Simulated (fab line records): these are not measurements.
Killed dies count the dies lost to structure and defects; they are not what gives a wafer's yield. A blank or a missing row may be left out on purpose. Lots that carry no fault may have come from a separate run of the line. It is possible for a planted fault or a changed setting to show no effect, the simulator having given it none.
fab line records | flow nandHarc
record lots=6 | wafers=18 | lastDay=34
route steps=1302 shown P_M1@291 END@1302
lots with no fault: from the same line, run without faults
startH: hours from the record's first day to the start of the lot's first wafer shown | waitH: how many hours have passed since the lot's step before this one | " identical to the entry in the row above | L1.1+2: a row that stands for several wafers | - either no value or no given start | * or withheld: withheld | < > ~ a bound
route shown NAME@n: names a module that has steps shown in the file, with the first one's number in the route | usual: mean/standard deviation taken from wafers without a fault | same: alike in all rows | chamber/n: place in a boat | sites: readings site by site | _std_site: how widely they spread, as a standard deviation | _edge_site: outer sites' mean less inner sites' | radiusMm: for every site, how far away it sits from the centre of the wafer | mask NAME#n: copy n | behind: the most recent tool/chamber to have shaped the wafer | hold: reason for holding the lot/hours on hold/outcome of the hold | device: the transistor (n, p or np) that didn't switch | end of line: tests run on the same wafers once the route is complete | for a step that has no rows: nothing shown but its recipe | killed: the dies lost at the first sort to structure and to defects; this is not the yield of the wafer | map: a wafer's dies, marking killed ones x, the rest . and places with no die _
set.NAME: the setting that was run; set.NAME@STEP: the one run at that earlier step | model.NAME: the simulator's own value behind a step, which no gauge read
certain route steps with their lots: each step a table, each wafer a row
services: the hour from which a tool's chamber was out of use, counted from the record's first day as startH (under 0 if before that day), plus the number of hours and why
## steps
# step NHARC_P_M1_EBR_05
# step NHARC_P_M1_EXPOSE_06
# recipe na=1.35 | targetCdNm=130 | doseMj=81.88 | maskId=P_M1
# step NHARC_P_M1_PEB_07
# recipe pebTempC=100 | pebTimeS=65
# step NHARC_P_M1_DEVELOP_08
# recipe developTimeS=35 | devTempC=23
# step NHARC_P_M1_CD_MEAS_09
# recipe targetCdNm=130 | landingEnergyEv=500
# usual cdNm=129.8/0.68
lot.wafer | tool     | chamber | startH | waitH | cdNm
L685.2    | cdSem-01 | 0       | 162.53 | -     | 129.3
L685.3    | "        | 0       | "      | "     | 128.1
L685.6    | "        | 0       | "      | "     | 129.3
L686.1    | cdSem-02 | 0       | 181.28 | -     | 130.5
L686.3    | "        | 0       | "      | "     | 129.9
L686.4    | "        | 0       | "      | "     | 130.7
L687.1    | cdSem-01 | 0       | 182.71 | -     | 130.5
L687.2    | "        | 0       | "      | "     | 130.9
L687.4    | "        | 0       | "      | "     | 130.8
L702.1    | cdSem-03 | 0       | 338.05 | -     | 130.0
L702.4    | "        | 0       | "      | "     | 129.2
L702.5    | "        | 0       | "      | "     | 129.9
L703.1    | cdSem-01 | 0       | 348.45 | -     | 130.2
L703.2    | "        | 0       | "      | "     | 128.7
L703.6    | "        | 0       | "      | "     | 129.5
L704.1    | cdSem-02 | 0       | 361.57 | -     | 131.1
L704.2    | "        | 0       | "      | "     | 130.4
L704.5    | "        | 0       | "      | "     | 130.4
# step NHARC_P_M1_OVL_MEAS_10
# recipe pitchNm=260
# usual overlayXNm=0.2/0.73 | overlayYNm=0.0/0.91
lot.wafer | tool       | chamber | startH | waitH | overlayXNm | overlayYNm
L685.2    | overlay-01 | -       | 162.62 | -     | 1.6        | 1.0
L685.3    | "          | -       | "      | "     | 1.5        | 1.0
L685.6    | "          | -       | "      | "     | 0.9        | 1.0
L686.1    | overlay-01 | -       | 181.37 | -     | 0.0        | -1.1
L686.3    | "          | -       | "      | "     | -0.6       | -1.6
L686.4    | "          | -       | "      | "     | 0.3        | -0.7
L687.1    | overlay-01 | -       | 182.80 | -     | -0.3       | 0.2
L687.2    | "          | -       | "      | "     | -0.2       | 0.2
L687.4    | "          | -       | "      | "     | 0.1        | 0.0
L702.1    | overlay-01 | -       | 338.14 | -     | 2.0        | -1.1
L702.4    | "          | -       | "      | "     | 1.1        | -0.7
L702.5    | "          | -       | "      | "     | 1.5        | -0.5
L703.1    | overlay-01 | -       | 348.54 | -     | -0.3       | 1.2
L703.2    | "          | -       | "      | "     | -0.2       | 0.9
L703.6    | "          | -       | "      | "     | 0.4        | 0.4
L704.1    | overlay-01 | -       | 361.66 | -     | 0.1        | 2.0
L704.2    | "          | -       | "      | "     | 0.1        | 2.4
L704.5    | "          | -       | "      | "     | 0.9        | 1.9
# step NHARC_P_M1_INSPECT_11
# usual rawDefectCount=4.4/3
lot.wafer | tool             | chamber | startH | waitH | rawDefectCount
L685.2    | defectInspect-01 | -       | 162.66 | 0.0   | 1
L685.3    | "                | -       | "      | "     | 2
L685.6    | "                | -       | "      | "     | 1
L686.1    | defectInspect-02 | -       | 181.40 | 0.0   | 3
L686.3    | "                | -       | "      | "     | 3
L686.4    | "                | -       | "      | "     | 3
L687.1    | defectInspect-02 | -       | 182.84 | 0.0   | 4
L687.2    | "                | -       | "      | "     | 5
L687.4    | "                | -       | "      | "     | 6
L702.1    | defectInspect-02 | -       | 338.18 | 0.0   | 5
L702.4    | "                | -       | "      | "     | 4
L702.5    | "                | -       | "      | "     | 3
L703.1    | defectInspect-02 | -       | 348.58 | 0.0   | 2
L703.2    | "                | -       | "      | "     | 1
L703.6    | "                | -       | "      | "     | 4
L704.1    | defectInspect-02 | -       | 361.70 | 0.0   | 3
L704.2    | "                | -       | "      | "     | 3
L704.5    | "                | -       | "      | "     | 2
# step NHARC_P_M1_DESCUM_14
# recipe timeS=3 | o2FlowSccm=200 | arFlowSccm=0 | biasPowerW=0 | chemistry=O2
# usual drypumpMotorCurrentA=5.9/0.36 | oesProductAu=1.005/0.013 | rfVppV=57.7/0.84 | showerheadPlenumPTorr=1.89/0.092 | throttleValvePct=11.311/0.0097
lot.wafer | tool       | chamber | startH | waitH | drypumpMotorCurrentA | oesProductAu | rfHoursCounterH | rfVppV | showerheadPlenumPTorr | throttleValvePct
L685.3    | rieDiel-07 | 0       | 162.72 | 0.1   | 5.6                  | 1.024        | 2               | 58.2   | 2.04                  | 11.310
L685.2    | "          | 3       | "      | "     | 5.5                  | 1.010        | 2               | 57.1   | 1.80                  | 11.313
L685.6    | "          | 0       | "      | "     | 5.6                  | 1.022        | -               | 58.7   | 2.04                  | 11.324
L686.1    | rieDiel-07 | 0       | 181.46 | 0.1   | 5.6                  | 1.019        | 4               | 57.6   | 2.04                  | 11.305
L686.3    | "          | 1       | "      | "     | 6.2                  | 1.024        | 4               | 56.9   | 1.83                  | 11.310
L686.4    | "          | 2       | "      | "     | 6.5                  | 1.002        | 3               | 56.8   | 1.90                  | 11.303
L687.4    | rieDiel-07 | 0       | 182.90 | 0.1   | 5.6                  | 1.015        | 4               | 58.4   | 2.04                  | 11.329
L687.2    | "          | 1       | "      | "     | 6.2                  | 1.020        | 4               | 57.3   | 1.83                  | 11.314
L687.1    | "          | 2       | "      | "     | 6.5                  | 1.008        | 3               | 57.8   | 1.90                  | 11.294
L702.4    | rieDiel-04 | 3       | 338.25 | 0.1   | 6.3                  | 0.977        | 15              | 59.2   | 1.80                  | 11.314
L702.1    | "          | 0       | "      | "     | 5.7                  | 0.968        | 15              | 57.5   | 1.79                  | 11.303
L702.5    | "          | 1       | "      | "     | 5.7                  | 0.992        | -               | 57.4   | 1.91                  | 11.338
L703.1    | rieDiel-04 | 3       | 348.64 | 0.1   | 6.3                  | 0.989        | 15              | 57.5   | 1.80                  | 11.296
L703.2    | "          | 0       | "      | "     | 5.7                  | 0.966        | 16              | 58.6   | 1.79                  | 11.312
L703.6    | "          | 0       | "      | "     | 5.8                  | 0.971        | -               | 58.2   | 1.79                  | 11.304
L704.1    | rieDiel-07 | 1       | 361.76 | 0.1   | 6.2                  | 1.002        | 3               | 55.8   | 1.83                  | 11.302
L704.2    | "          | 2       | "      | "     | 6.5                  | 0.992        | 4               | 58.4   | 1.90                  | 11.308
L704.5    | "          | 1       | "      | "     | 6.2                  | 1.009        | -               | 57.1   | 1.82                  | 11.300
# step NHARC_P_M1_ETCH_35
# recipe targetDepthA=400 | overetchA=120 | timeS=43.94 | ionEnergyEv=200 | n2FlowSccm=150 | h2FlowSccm=150 | arFlowSccm=0 | rfW=400 | biasW=150 | chemistry=N2/H2
# usual drypumpMotorCurrentA=5.9/0.36 | h2FlowSccm=149.9/0.43 | n2FlowSccm=150.0/0.47 | oesProductAu=1.003/0.012 | rfVppV=429.6/2.9 | showerheadPlenumPTorr=2.01/0.1 | throttleValvePct=14.171/0.0084
lot.wafer | tool       | chamber | startH | waitH | drypumpMotorCurrentA | h2FlowSccm | n2FlowSccm | oesProductAu | rfHoursCounterH | rfVppV | showerheadPlenumPTorr | throttleValvePct
L685.3    | rieDiel-07 | 2       | 162.81 | 0.1   | 6.5                  | 149.9      | 149.6      | 0.990        | 2               | 429.9  | 2.02                  | 14.170
L685.2    | "          | 3       | "      | "     | 5.6                  | 150.0      | 150.4      | 1.000        | 2               | 427.6  | 1.92                  | 14.182
L685.6    | "          | 0       | "      | "     | 5.6                  | 150.4      | 150.6      | 1.023        | -               | 434.5  | 2.18                  | 14.168
L686.1    | rieDiel-07 | 2       | 181.56 | 0.1   | 6.5                  | 150.5      | 149.8      | 0.996        | 3               | 429.8  | 2.02                  | 14.171
L686.4    | "          | 3       | "      | "     | 5.5                  | 150.0      | 150.7      | 1.016        | 3               | 426.7  | 1.92                  | 14.172
L686.3    | "          | 0       | "      | "     | 5.6                  | 149.6      | 150.1      | 1.029        | 4               | 434.3  | 2.18                  | 14.175
L687.4    | rieDiel-07 | 1       | 182.98 | 0.1   | 6.2                  | 150.2      | 150.0      | 1.013        | 4               | 427.7  | 1.95                  | 14.188
L687.2    | "          | 2       | "      | "     | 6.5                  | 150.2      | 149.8      | 1.003        | 3               | 429.9  | 2.02                  | 14.178
L687.1    | "          | 3       | "      | "     | 5.5                  | 149.3      | 150.0      | 1.010        | 4               | 427.9  | 1.92                  | 14.167
L702.1    | rieDiel-04 | 1       | 338.33 | 0.1   | 5.8                  | 150.0      | 151.0      | 0.998        | 13              | 429.6  | 2.04                  | 14.163
L702.4    | "          | 2       | "      | "     | 5.5                  | 150.0      | 150.4      | 0.985        | 11              | 432.5  | 2.13                  | 14.176
L702.5    | "          | 0       | "      | "     | 5.8                  | 149.8      | 149.1      | 0.965        | -               | 424.9  | 1.91                  | 14.179
L703.2    | rieDiel-04 | 0       | 348.73 | 0.1   | 5.8                  | 149.8      | 149.3      | 0.977        | 16              | 427.0  | 1.91                  | 14.169
L703.1    | "          | 2       | "      | "     | 5.5                  | 150.1      | 150.5      | 0.991        | 12              | 434.4  | 2.13                  | 14.166
L703.6    | "          | 3       | "      | "     | 6.3                  | 149.4      | 150.3      | 1.001        | -               | 426.8  | 1.91                  | 14.172
L704.1    | rieDiel-07 | 2       | 361.86 | 0.1   | 6.5                  | 150.1      | 150.4      | 0.993        | 4               | 429.8  | 2.02                  | 14.170
L704.2    | "          | 1       | "      | "     | 6.2                  | 149.6      | 149.2      | 1.006        | 3               | 427.8  | 1.94                  | 14.172
L704.5    | "          | 0       | "      | "     | 5.6                  | 149.7      | 150.8      | 1.009        | -               | 434.7  | 2.18                  | 14.168
# step NHARC_P_M1_ETCH_15
# recipe targetDepthA=1825 | timeS=91.2 | c4f8FlowSccm=withheld | arFlowSccm=400 | rfW=600 | biasW=300 | chemistry=C4F8/Ar
# usual oesProductAu=0.960/0.023 | rfVppV=440.1/2.9
lot.wafer | tool       | chamber | startH | waitH | oesProductAu | rfHoursCounterH | rfVppV
L685.3    | rieDiel-07 | 1       | -      | -     | 0.966        | 2               | 437.6
L685.2    | "          | 2       | "      | "     | 0.977        | 2               | 441.6
L685.6    | "          | 1       | "      | "     | 0.973        | -               | 437.3
L686.1    | rieDiel-07 | 0       | -      | -     | 0.978        | 4               | 444.5
L686.4    | "          | 1       | "      | "     | 0.982        | 4               | 439.1
L686.3    | "          | 3       | "      | "     | 0.983        | 3               | 437.8
L687.2    | rieDiel-07 | 2       | -      | -     | 0.972        | 3               | 440.3
L687.4    | "          | 0       | "      | "     | 0.975        | 4               | 445.0
L687.1    | "          | 1       | "      | "     | 0.974        | 4               | 438.4
L702.4    | rieDiel-04 | 2       | -      | -     | 0.918        | 11              | 444.2
L702.1    | "          | 0       | "      | "     | 0.917        | 15              | 437.1
L702.5    | "          | 1       | "      | "     | 0.928        | -               | 441.2
L703.2    | rieDiel-04 | 1       | -      | -     | 0.929        | 14              | 441.8
L703.1    | "          | 0       | "      | "     | 0.908        | 16              | 437.4
L703.6    | "          | 1       | "      | "     | 0.922        | -               | 440.9
L704.1    | rieDiel-07 | 2       | -      | -     | 0.946        | 4               | 440.3
L704.2    | "          | 1       | "      | "     | 0.956        | 3               | 439.0
L704.5    | "          | 1       | "      | "     | 0.963        | -               | 437.5
# step NHARC_P_M1_CD_MEAS_16
# usual cdNm=129.9/0.9
lot.wafer | tool     | chamber | startH | waitH | cdNm
L685.2    | cdSem-03 | -       | 163.02 | -     | 129.8
L685.3    | "        | -       | "      | "     | 128.2
L685.6    | "        | -       | "      | "     | 128.9
L686.1    | cdSem-02 | -       | 181.77 | -     | 130.9
L686.3    | "        | -       | "      | "     | 129.3
L686.4    | "        | -       | "      | "     | 130.7
L687.1    | cdSem-01 | -       | 183.22 | -     | 130.2
L687.2    | "        | -       | "      | "     | 130.9
L687.4    | "        | -       | "      | "     | 130.8
L702.1    | cdSem-02 | -       | 338.54 | -     | 129.4
L702.4    | "        | -       | "      | "     | 129.7
L702.5    | "        | -       | "      | "     | 129.7
L703.1    | cdSem-02 | -       | 348.94 | -     | 131.0
L703.2    | "        | -       | "      | "     | 128.5
L703.6    | "        | -       | "      | "     | 128.5
L704.1    | cdSem-02 | -       | 362.11 | -     | 131.1
L704.2    | "        | -       | "      | "     | 129.5
L704.5    | "        | -       | "      | "     | 130.3
# step NHARC_P_M1_STRIP_18
# recipe powerW=1000 | n2FlowSccm=150 | h2FlowSccm=150 | arFlowSccm=0 | biasW=0 | chemistry=N2/H2
# usual drypumpMotorCurrentA=5.9/0.38 | h2FlowSccm=150.0/0.44 | n2FlowSccm=150.0/0.44 | oesProductAu=1.004/0.011 | rfVppV=90.6/0.99 | showerheadPlenumPTorr=2.03/0.1 | throttleValvePct=14.172/0.0095
lot.wafer | tool       | chamber | startH | waitH | drypumpMotorCurrentA | h2FlowSccm | n2FlowSccm | oesProductAu | rfHoursCounterH | rfVppV | showerheadPlenumPTorr | throttleValvePct
L685.3    | rieDiel-07 | 0       | 163.12 | 0.1   | 5.6                  | 149.6      | 149.7      | 1.032        | 2               | 90.3   | 2.18                  | 14.156
L685.2    | "          | 2       | "      | "     | 6.5                  | 150.1      | 150.1      | 0.999        | 2               | 90.9   | 2.02                  | 14.182
L685.6    | "          | 3       | "      | "     | 5.6                  | 149.6      | 149.9      | 1.004        | -               | 91.4   | 1.92                  | 14.179
L686.4    | rieDiel-07 | 3       | 181.87 | 0.1   | 5.5                  | 149.4      | 149.9      | 1.002        | 3               | 89.5   | 1.92                  | 14.186
L686.1    | "          | 0       | "      | "     | 5.6                  | 149.0      | 149.8      | 1.015        | 4               | 90.5   | 2.18                  | 14.181
L686.3    | "          | 1       | "      | "     | 6.2                  | 149.4      | 150.4      | 1.020        | 4               | 89.3   | 1.95                  | 14.165
L687.2    | rieDiel-07 | 1       | 183.30 | 0.1   | 6.2                  | 150.7      | 150.6      | 1.015        | 4               | 90.8   | 1.95                  | 14.171
L687.1    | "          | 2       | "      | "     | 6.5                  | 150.0      | 149.5      | 0.996        | 3               | 90.7   | 2.02                  | 14.180
L687.4    | "          | 0       | "      | "     | 5.6                  | 150.0      | 149.8      | 1.017        | 4               | 91.0   | 2.18                  | 14.186
L702.1    | rieDiel-07 | 1       | 338.67 | 0.1   | 6.2                  | 150.3      | 149.6      | 1.015        | 2               | 91.1   | 1.94                  | 14.177
L702.4    | "          | 2       | "      | "     | 6.5                  | 150.2      | 150.4      | 0.987        | 2               | 91.1   | 2.02                  | 14.162
L702.5    | "          | 0       | "      | "     | 5.6                  | 150.1      | 150.2      | 1.015        | -               | 91.9   | 2.18                  | 14.166
L703.2    | rieDiel-06 | 2       | 349.02 | 0.1   | 5.2                  | 150.2      | 149.7      | 0.995        | 11              | 90.2   | 2.20                  | 14.157
L703.1    | "          | 3       | "      | "     | 6.4                  | 149.8      | 150.3      | 0.999        | 9               | 89.6   | 2.00                  | 14.175
L703.6    | "          | 2       | "      | "     | 5.2                  | 149.9      | 150.9      | 0.995        | -               | 90.9   | 2.20                  | 14.171
L704.2    | rieDiel-07 | 2       | 362.18 | 0.1   | 6.5                  | 150.0      | 150.4      | 0.980        | 4               | 90.8   | 2.02                  | 14.173
L704.1    | "          | 0       | "      | "     | 5.6                  | 150.1      | 149.2      | 1.007        | 3               | 90.7   | 2.18                  | 14.165
L704.5    | "          | 1       | "      | "     | 6.2                  | 149.5      | 150.2      | 1.009        | -               | 90.4   | 1.94                  | 14.167
# step NHARC_P_M1_ETCH_28
# recipe targetDepthA=300 | overEtchFrac=0.3 | timeS=72.99 | ionEnergyEv=150 | cf4FlowSccm=50 | n2FlowSccm=100 | arFlowSccm=150 | rfW=300 | biasW=100 | chemistry=CF4/N2
# usual drypumpMotorCurrentA=5.9/0.37 | n2FlowSccm=99.99/0.28 | oesProductAu=1.005/0.011 | overEtchFrac=0.3/0 | rfVppV=313.9/2.3 | showerheadPlenumPTorr=2.61/0.12 | throttleValvePct=19.794/0.01
lot.wafer | tool       | chamber | startH | waitH | drypumpMotorCurrentA | n2FlowSccm | oesProductAu | overEtchFrac | rfHoursCounterH | rfVppV | showerheadPlenumPTorr | throttleValvePct
L685.3    | rieDiel-07 | 0       | 163.34 | -     | 5.6                  | 100.17     | 1.028        | 0.3          | 2               | 317.9  | 2.79                  | 19.807
L685.2    | "          | 3       | "      | "     | 5.5                  | 100.06     | 1.015        | 0.3          | 2               | 312.2  | 2.48                  | 19.789
L685.6    | "          | 1       | "      | "     | 6.2                  | 100.11     | 1.021        | 0.3          | -               | 313.0  | 2.52                  | 19.796
L686.3    | rieDiel-07 | 0       | 182.08 | -     | 5.6                  | 99.50      | 1.017        | 0.27087      | 4               | 318.4  | 2.79                  | 19.801
L686.4    | "          | 1       | "      | "     | 6.2                  | 99.62      | 1.008        | 0.27087      | 4               | 313.1  | 2.51                  | 19.801
L686.1    | "          | 3       | "      | "     | 5.5                  | 99.75      | 1.000        | 0.27087      | 3               | 310.4  | 2.48                  | 19.798
L687.4    | rieDiel-07 | 0       | 183.54 | -     | 5.6                  | 100.03     | 1.012        | 0.27087      | 4               | 316.7  | 2.79                  | 19.783
L687.2    | "          | 1       | "      | "     | 6.1                  | 99.68      | 1.012        | 0.27087      | 4               | 312.1  | 2.51                  | 19.782
L687.1    | "          | 2       | "      | "     | 6.5                  | 100.08     | 1.002        | 0.27087      | 4               | 314.0  | 2.61                  | 19.801
L702.1    | rieDiel-07 | 3       | 338.85 | -     | 5.6                  | 100.33     | 0.995        | 0.3          | 2               | 311.5  | 2.48                  | 19.808
L702.4    | "          | 1       | "      | "     | 6.2                  | 99.71      | 1.008        | 0.3          | 2               | 311.8  | 2.51                  | 19.794
L702.5    | "          | 0       | "      | "     | 5.6                  | 99.92      | 1.008        | 0.3          | -               | 317.6  | 2.79                  | 19.790
L703.2    | rieDiel-06 | 0       | 349.26 | -     | 5.8                  | 99.85      | 0.996        | 0.3          | 9               | 313.8  | 2.64                  | 19.797
L703.1    | "          | 2       | "      | "     | 5.2                  | 100.42     | 0.989        | 0.3          | 11              | 316.6  | 2.81                  | 19.805
L703.6    | "          | 0       | "      | "     | 5.8                  | 99.88      | 0.990        | 0.3          | -               | 314.1  | 2.64                  | 19.815
L704.2    | rieDiel-07 | 1       | 362.49 | -     | 6.2                  | 99.77      | 1.007        | 0.3          | 3               | 313.0  | 2.51                  | 19.789
L704.1    | "          | 2       | "      | "     | 6.5                  | 99.98      | 0.990        | 0.3          | 4               | 314.1  | 2.60                  | 19.797
L704.5    | "          | 2       | "      | "     | 6.5                  | 99.95      | 0.993        | 0.3          | -               | 313.5  | 2.60                  | 19.786
# step NHARC_P_M1_STRIP_19
# recipe timeS=600 | tempC=30 | chemistry=postEtchResidueRemover
# step NHARC_END_SORT_01
# recipe tempC=25
# usual defectLimitedYield=91.8/2.8 | killedAtArray=51/18 | killedAtOther=1.0/1.2 | killedAtPeriphery=3.7/2.9 | killedDies=55/19 | killedOpen=3.5/1.9 | killedShort=2.6/1.6 | sort_bin_2_pct=2.9/1.3 | sort_bin_3_pct=0.6/0.38 | sort_bin_4_pct=4.6/1.5 | sortNPass=622/19 | sortRimYieldPct=94/3.2 | sortYieldPct=91.8/2.8
# same grossDies=677 | sort_bin_5_pct[%]=0 | sort_bin_6_pct[%]=0 | sort_bin_7_pct[%]=0 | sort_bin_8_pct[%]=0 | sortRimNGross=106.00
lot.wafer | tool      | chamber | startH | waitH | defectLimitedYield[%] | killedAtArray | killedAtOther | killedAtPeriphery | killedDies | killedOpen | killedShort | sort_bin_2_pct[%] | sort_bin_3_pct[%] | sort_bin_4_pct[%] | sortNPass | sortRimYieldPct[%] | sortYieldPct[%]
L685.2    | prober-01 | 0       | 586.22 | 2.8   | 93.5                  | 39            | 3             | 2                 | 44         | 3          | 7           | 2.5               | 0.4               | 3.5               | 633       | 94                 | 93.5
L685.3    | prober-01 | 0       | 587.02 | 3.1   | 96.5                  | 20            | 2             | 2                 | 24         | 3          | 2           | 1.0               | 0                 | 2.5               | 653       | 98                 | 96.5
L685.6    | prober-01 | 0       | 589.40 | 4.0   | 97.0                  | 19            | 1             | 0                 | 20         | 1          | 2           | 0.7               | 0.1               | 2.1               | 657       | 100                | 97.0
L686.1    | prober-02 | 0       | 605.32 | 2.5   | 87.1                  | 85            | 0             | 2                 | 87         | 3          | 6           | 4.4               | 1.2               | 7.2               | 590       | 96                 | 87.1
L686.3    | prober-02 | 0       | 606.94 | 3.1   | 90.5                  | 62            | 0             | 2                 | 64         | 2          | 5           | 3.4               | 0.7               | 5.3               | 613       | 93                 | 90.5
L686.4    | prober-02 | 0       | 607.75 | 3.4   | 88.9                  | 74            | 0             | 1                 | 75         | 5          | 3           | 4.4               | 0.6               | 6.1               | 602       | 94                 | 88.9
L702.1    | prober-01 | 0       | 782.63 | 2.5   | 90.7                  | 60            | 2             | 1                 | 63         | 2          | 2           | 3.4               | 0.6               | 5.3               | 614       | 97                 | 90.7
L702.4    | prober-01 | 0       | 785.00 | 3.4   | 88.9                  | 71            | 2             | 2                 | 75         | 8          | 4           | 5.0               | 0.3               | 5.8               | 602       | 96                 | 88.9
L702.5    | prober-01 | 0       | 785.79 | 3.7   | 95.4                  | 27            | 1             | 3                 | 31         | 4          | 1           | 1.0               | 0.3               | 3.2               | 646       | 89                 | 95.4
# killed by level:class
L685.2 A_CHANNEL_HOLE_D2:chamberFilmFlake=17 A_BLC:chamberFilmFlake=6 A_CONTACT:chamberFilmFlake=4 THIN_TSV:chamberFilmFlake=3 A_CHANNEL_HOLE_D1:chamberFilmFlake=2 A_SLIT:chamberFilmFlake=2 P_STI:geometricParticle:short=1 P_M2:geometricParticle:short=1
L685.3 A_CHANNEL_HOLE_D2:chamberFilmFlake=6 A_CONTACT:chamberFilmFlake=6 A_BLC:chamberFilmFlake=2 THIN_TSV:chamberFilmFlake=2 P_M0:geometricParticle:short=1 A_DECK1_JOINT:geometricParticle:open=1 A_ONON_D2:geometricParticle:short=1 A_ONON_D2:geometricParticle:open=1
L685.6 A_CHANNEL_HOLE_D2:chamberFilmFlake=9 A_CONTACT:chamberFilmFlake=5 A_CHANNEL_FILL_D2:geometricParticle:short=1 A_CHANNEL_FILL_D2:geometricParticle:open=1 A_WL_FILL:geometricParticle:short=1 A_CHANNEL_HOLE_D1:chamberFilmFlake=1 A_BLC:chamberFilmFlake=1 THIN_TSV:chamberFilmFlake=1
L686.1 A_CHANNEL_HOLE_D2:chamberFilmFlake=37 A_SLIT:chamberFilmFlake=30 A_CONTACT:chamberFilmFlake=5 A_DECK1_JOINT:geometricParticle:short=2 A_ONON_D2:geometricParticle:short=2 A_ZERO_WELL:chamberFilmFlake=2 P_CONTACT:geometricParticle:open=1 A_ONON_D1:geometricParticle:open=1
L686.3 A_CHANNEL_HOLE_D2:chamberFilmFlake=34 A_SLIT:chamberFilmFlake=12 A_CONTACT:chamberFilmFlake=6 A_ONON_D2:geometricParticle:short=2 A_CHANNEL_HOLE_D1:chamberFilmFlake=2 P_CONTACT:geometricParticle:short=1 A_CHANNEL_HOLE_D1:geometricParticle:open=1 A_SGD_CUT:geometricParticle:short=1
L686.4 A_CHANNEL_HOLE_D2:chamberFilmFlake=30 A_SLIT:chamberFilmFlake=25 A_CONTACT:chamberFilmFlake=7 A_CHANNEL_HOLE_D1:chamberFilmFlake=3 P_M0:geometricParticle:short=1 A_CHANNEL_FILL_D1:geometricParticle:short=1 A_CHANNEL_FILL_D1:geometricParticle:open=1 A_ONON_D2:geometricParticle:open=1
L702.1 A_SLIT:chamberFilmFlake=28 A_CHANNEL_HOLE_D1:chamberFilmFlake=11 A_SGD_CUT:chamberFilmFlake=7 A_CONTACT:chamberFilmFlake=6 A_SGD_CUT:geometricParticle:open=2 THIN_TSV:chamberFilmFlake=2 A_ONON_D1:geometricParticle:short=1 A_WL_FILL:geometricParticle:short=1
L702.4 A_SLIT:chamberFilmFlake=34 A_CHANNEL_HOLE_D1:chamberFilmFlake=9 A_SGD_CUT:chamberFilmFlake=5 A_STAIRCASE:chamberFilmFlake=4 A_CHANNEL_FILL_D1:chamberFilmFlake=3 A_CONTACT:chamberFilmFlake=3 A_DECK1_JOINT:geometricParticle:short=2 A_CHANNEL_FILL_D2:geometricParticle:open=2
L702.5 A_SLIT:chamberFilmFlake=10 A_SGD_CUT:chamberFilmFlake=5 A_CHANNEL_HOLE_D1:chamberFilmFlake=4 A_CHANNEL_FILL_D1:chamberFilmFlake=2 P_GATE:geometricParticle:open=1 P_CONTACT:geometricParticle:open=1 A_ONON_D1:geometricParticle:open=1 A_CONTACT:chamberFilmFlake=1
## services
tool       | chamber | startH | hours | kind
rieDiel-04 | 3       | 150.29 | 31.8  | repair
rieDiel-04 | -       | 150.39 | 0.4   | repair
rieDiel-07 | 0       | 150.74 | -     | clean
rieDiel-07 | 1       | 150.74 | -     | clean
rieDiel-07 | 2       | 150.74 | -     | clean
rieDiel-07 | 3       | 150.74 | -     | clean
rieDiel-06 | 2       | 169.46 | 10.2  | repair
rieDiel-07 | 0       | 175.24 | -     | clean
rieDiel-07 | 1       | 175.24 | -     | clean
rieDiel-07 | 2       | 175.24 | -     | clean
rieDiel-07 | 3       | 175.24 | -     | clean
rieDiel-04 | -       | 177.90 | 9.0   | pm
rieDiel-07 | 0       | 199.74 | -     | clean
rieDiel-04 | 2       | 200.64 | 8.6   | repair
rieDiel-04 | 1       | 266.50 | 7.5   | repair
rieDiel-06 | 1       | 273.39 | 2.7   | repair
rieDiel-07 | -       | 294.48 | 9.0   | pm
rieDiel-06 | 1       | 296.24 | 1.5   | repair
rieDiel-06 | -       | 307.85 | 9.0   | pm
rieDiel-04 | 3       | 323.23 | 3.2   | repair
rieDiel-04 | -       | 328.70 | 0.8   | repair
rieDiel-07 | 0       | 341.47 | 5.5   | repair
rieDiel-04 | -       | 354.90 | 9.0   | pm
rieDiel-07 | 3       | 361.73 | 7.6   | repair
## key
firstSign step=NHARC_P_M1_ETCH_28 | reading=overEtchFrac | direction=down | sigmas=99+ | usual=0.3 | struck=0.27087
effect none on later readings
metAt NHARC_P_M1_ETCH_28
struckWafers L686.1,L686.3,L686.4,L687.1,L687.2,L687.4
onsetBetween 163.34 182.08
fault kind=processParameterDrift | tool=rieDiel-07 | chamber=- | onsetH=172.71 | steps=NHARC_P_M1_ETCH_28 | channel=overEtchFrac | offset=-0.029128 | shape=step | endH=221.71 | actsIn=theseRecipesOnly | stated=0.3
